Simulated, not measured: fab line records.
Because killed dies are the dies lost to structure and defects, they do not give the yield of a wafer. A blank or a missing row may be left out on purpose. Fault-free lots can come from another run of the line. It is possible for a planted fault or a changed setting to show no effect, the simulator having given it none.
Struck lot and sound lot, side by side | flow n5_finfet | 39 steps out of a route of 1938
Sound: these wafers, L603.1, L603.2, L603.5. Struck: wafer L593.2 (left out: L593.4, a lot-mate that was not struck); the cause follows at the end.
Order at every step that has rows: each side's tool, ch and its chambers, its first start. Under that, the readings that differ: sound wafers | struck wafers | difference of the means | sigmas: that difference in standard deviations of wafers without a fault.
alike: a reading whose means differ by less than 2 such deviations, as well as words and numbers matching on both sides. not compared: withheld readings; readings where some wafer has no value; bounds like >300 that might hide an equal value; numbers whose values overlap and for which the record gives no deviation.
The two part at a step that has a row with sigmas, a row that says differs or no value, or rows on one side only. When numbers do not overlap yet have no deviation, they are printed without sigmas and do not part them. A reading that every wafer of one side lacks parts them only if that side has two wafers or more.

first, 12 steps without rows for these wafers: N5_SD_EPI_N_ETCH_35 (etches SOC in N2/H2, overetch 108 nm, time 486 s); N5_SD_EPI_N_STRIP_36 (strips in N2/H2); N5_SD_EPI_N_ETCHBACK_44 (etches SiNx in CH3F/O2, stops on SiO2, target depth 14.5 nm); N5_SD_EPI_N_ETCH_45 (etches SiOCN in CH3F/O2, target depth 6 nm); N5_SD_EPI_N_ETCH_16 (etches SiO2 in CHF3/O2, target depth 5 nm); N5_SD_EPI_N_STRIP_47 (strips in CHF3/O2); N5_SD_EPI_N_SD_RECESS_17 (chemistry HBr/Cl2/O2, target depth 41 nm, time 23.7 s, bt time 3 s); N5_SD_EPI_N_STRIP_38 (strips in N2/H2); N5_SD_EPI_N_WET_ETCH_43 (etches SiO2 in dHF, time 14 s, target depth 1.5 nm); N5_SD_EPI_N_STRIP_18 (strips in SPM, time 750 s); N5_SD_EPI_N_SRD_20 (time 30 s); N5_SD_EPI_N_PRECLEAN_48 (cleans in NF3:NH3, afs cycles 2, time 20 s, sublimation time 60 s).
N5_SD_EPI_N_VAPOR_ETCH_50: etches Si in HCl, time 54 s.
  sound on epi_rpcvd-01 ch 0, day 7 15:01; struck on epi_rpcvd-02 ch 0, day 5 03:05
  alike: throttle_valve_pct
then, 24 steps without rows for these wafers: N5_SD_EPI_N_EPI_21 (deposits Si:P, time 690 s); N5_SD_EPI_N_PRECLEAN_24 (cleans in O3/DIW, time 60 s); N5_SD_EPI_N_SRD_25 (time 30 s); N5_SD_EPI_N_PRECLEAN_49 (cleans in NF3:NH3, afs cycles 1, time 20 s, sublimation time 60 s); N5_SD_EPI_N_LINER_46 (material SiNx, target thk 3 nm); N5_SD_EPI_P_COAT_34 (time 60 s, resist thk 350 nm); N5_SD_EPI_P_COAT_35 (time 60 s, resist thk 35 nm); N5_SD_EPI_P_COAT_03 (resist thk 150 nm); N5_SD_EPI_P_EBR_05; N5_SD_EPI_P_SOFTBAKE_04 (time 60 s); N5_SD_EPI_P_EXPOSE_06 (exposes mask SD P BLK, target cd 240 nm); N5_SD_EPI_P_PEB_07 (peb time 60 s); N5_SD_EPI_P_DEVELOP_08 (develop time 30 s); N5_SD_EPI_P_DESCUM_14 (chemistry O2, time 7.9 s); N5_SD_EPI_P_ETCH_36 (etches SiARC in CF4, target depth 45.5 nm, time 75.8 s); N5_SD_EPI_P_ETCH_37 (etches SOC in N2/H2, overetch 108 nm, time 486 s); N5_SD_EPI_P_STRIP_38 (strips in N2/H2); N5_SD_EPI_P_ETCHBACK_46 (etches SiNx in CH3F/O2, stops on SiO2, target depth 17.5 nm); N5_SD_EPI_P_ETCH_47 (etches SiOCN in CH3F/O2, target depth 25 nm); N5_SD_EPI_P_ETCH_16 (etches SiO2 in CHF3/O2, target depth 5 nm); N5_SD_EPI_P_STRIP_50 (strips in CHF3/O2); N5_SD_EPI_P_SD_RECESS_17 (chemistry HBr/Cl2/O2, target depth 39.1 nm, bt time 3 s); N5_SD_EPI_P_WET_ETCH_45 (etches SiO2 in dHF, time 10.7 s, target depth 2 nm, rinse time 30 s); N5_SD_EPI_P_STRIP_40 (strips in N2/H2).
-- a jump in the record: the struck wafers' starts before and after are 5 days apart (it breaks off in module SD_EPI_P and resumes in module BEOL_M4, where the first step shown is number 1111 of the route) --
N5_BEOL_M4_RC_MEAS_101:
  sound on prober-01 ch 0, day 12 18:41; struck on prober-01 ch 0, day 9 22:51
  reading            | sound             | struck | difference | sigmas
  DIBL_N (mV/V)      | 39.3 39.1 38.5    | 45.4   | +6.4       | +5
  DIBL_P (mV/V)      | 40.7 41.1 40.1    | 36.2   | -4.4       | -3
  IOFF_N (nA/um)     | 0.207 0.204 0.188 | 0.375  | +0.175     | +8
  IOFF_N_85C (nA/um) | 3.8 3.9 3.6       | 6.3    | +2.5       | +7
  IOFF_N_LIN (nA/um) | 0.093 0.093 0.088 | 0.144  | +0.053     | +6
  ION_N (uA/um)      | 679 684 686       | 737    | +54        | +7
  REXT_N (ohm.um)    | 74.4 73.5 73.7    | 67.0   | -6.9       | -4
  SS_N (mV/dec)      | 72.0 71.9 71.7    | 73.0   | +1.1       | +2
  VT_N (mV)          | 246.7 247.3 246.6 | 237.1  | -9.8       | -4
  VT_N_LVT (mV)      | 94.2 94.3 96.5    | 85.6   | -9.4       | -3
  alike: IOFF_P, ION_P, SS_P, VT_P
-- here the record skips 4 days between the struck wafers' starts before and after, leaving off in module BEOL_M4 and picking up in module PASSIVATION (first step shown: number 1936 of the route) --
N5_PASSIVATION_PROBE_49:
  sound on prober-01 at day 16 23:14; struck on prober-02 at day 14 09:02
  reading                | sound          | struck | difference | sigmas
  killed_at_other        | 13 7 8         | 0      | -9         | -3
  sort_bin_4_leakage (%) | 0 0 0          | 6.53   | +6.53      |
  sort_n_pass            | 1041 1077 1046 | 1004   | -51        | -3
  sort_yield_pct (%)     | 88.2 91.3 88.6 | 85.1   | -4.3       | -3
  alike: defect_limited_yield, killed_at_M0_to_M3, killed_at_M4_up, killed_at_contacts, killed_at_front_end, killed_dies, killed_open, killed_short, sort_bin_5_function, sort_bin_6_memory

== WHERE THEY PART ==
Last at N5_PASSIVATION_PROBE_49 as far as this record goes, first at N5_BEOL_M4_RC_MEAS_101.

WHY: what the simulator had put in
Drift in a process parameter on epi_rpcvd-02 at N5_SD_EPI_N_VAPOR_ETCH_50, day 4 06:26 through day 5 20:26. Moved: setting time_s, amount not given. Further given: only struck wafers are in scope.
